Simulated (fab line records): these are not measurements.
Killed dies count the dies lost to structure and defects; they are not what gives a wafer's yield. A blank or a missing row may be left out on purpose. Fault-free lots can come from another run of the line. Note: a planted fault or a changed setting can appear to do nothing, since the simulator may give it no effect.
Chamber matching | flow n5 finfet | N5_BEOL_M5_STRIP_19 on rie diel-03: 4 sister chambers
The step strips in O2. 20 wafers are shown with their chamber, then 10 later ones without.

WAFERS PAIRED WITH THEIR CHAMBERS
wafer  | chamber | throttle valve pct (%) | showerhead plenum p Torr (Torr) | drypump motor current A (A)
L074.1 | 1       | 16.43                  | 2.10                            | 5.35
L074.4 | 3       | 16.87                  | 2.08                            | 5.89
L074.5 | 3       | 16.89                  | 2.08                            | 5.89
L078.1 | 3       | 16.88                  | 2.08                            | 5.90
L078.2 | 1       | 16.43                  | 2.10                            | 5.36
L078.6 | 0       | 16.77                  | 2.21                            | 5.76
L077.2 | 0       | 16.77                  | 2.20                            | 5.73
L077.3 | 3       | 16.88                  | 2.08                            | 5.86
L077.5 | 2       | 16.92                  | 2.17                            | 5.65
L079.1 | 2       | 16.92                  | 2.17                            | 5.63
L079.2 | 0       | 16.77                  | 2.20                            | 5.73
L079.5 | 2       | 16.93                  | 2.17                            | 5.66
L085.4 | 1       | 16.48                  | 2.10                            | 5.33
L085.5 | 1       | 16.47                  | 2.10                            | 5.32
L085.6 | 2       | 16.94                  | 2.16                            | 5.62
L084.2 | 1       | 16.46                  | 2.10                            | 5.40
L084.3 | 3       | 16.90                  | 2.07                            | 5.90
L084.4 | 2       | 16.94                  | 2.16                            | 5.65
L086.2 | 1       | 16.47                  | 2.09                            | 5.37
L086.4 | 2       | 16.96                  | 2.16                            | 5.64

SIGNATURES (means of the wafers above)
reading                  | chamber 0 | chamber 1 | chamber 2 | chamber 3 | scatter within a chamber
throttle valve pct       | 16.7700   | 16.4567   | 16.9350   | 16.8840   | 0.0158
showerhead plenum p Torr | 2.2033    | 2.0983    | 2.1650    | 2.0780    | 0.00487
drypump motor current A  | 5.7400    | 5.3550    | 5.6417    | 5.8880    | 0.0208
Rule: for each reading, subtract the chamber's mean from the wafer's reading, divide by that reading's scatter and square the result; add these up over the readings and take the root, which gives the wafer's distance from the chamber. If the next closest chamber is less than 2 further off than the closest, the wafer can't be placed; otherwise it belongs to the closest. The scatter: the root of (the sum of the squares of (reading less its chamber's mean) over the shown wafers, divided by (wafers less chambers)).

WAFERS WHOSE CHAMBER IS MISSING
wafer  | throttle valve pct (%) | showerhead plenum p Torr (Torr) | drypump motor current A (A)
L086.5 | 16.81                  | 2.20                            | 5.70
L093.1 | 16.91                  | 2.07                            | 5.93
L093.2 | 16.49                  | 2.09                            | 5.36
L093.6 | 16.81                  | 2.20                            | 5.70
L096.1 | 16.53                  | 2.09                            | 5.39
L096.2 | 16.84                  | 2.19                            | 5.73
L096.5 | 16.82                  | 2.19                            | 5.73
L095.1 | 16.83                  | 2.19                            | 5.75
L095.3 | 16.51                  | 2.09                            | 5.34
L095.5 | 16.50                  | 2.09                            | 5.36

WHICH CHAMBER EACH WENT THROUGH
wafer  | from the rows above | in truth
L086.5 | 0                   | 0
L093.1 | 3                   | 3
L093.2 | 1                   | 1
L093.6 | 0                   | 0
L096.1 | 1                   | 1
L096.2 | 0                   | 0
L096.5 | 0                   | 0
L095.1 | 0                   | 0
L095.3 | 1                   | 1
L095.5 | 1                   | 1
Correct placement for 10 of the 10. Left unplaced by these rows: 0. Placed wrongly: 0.
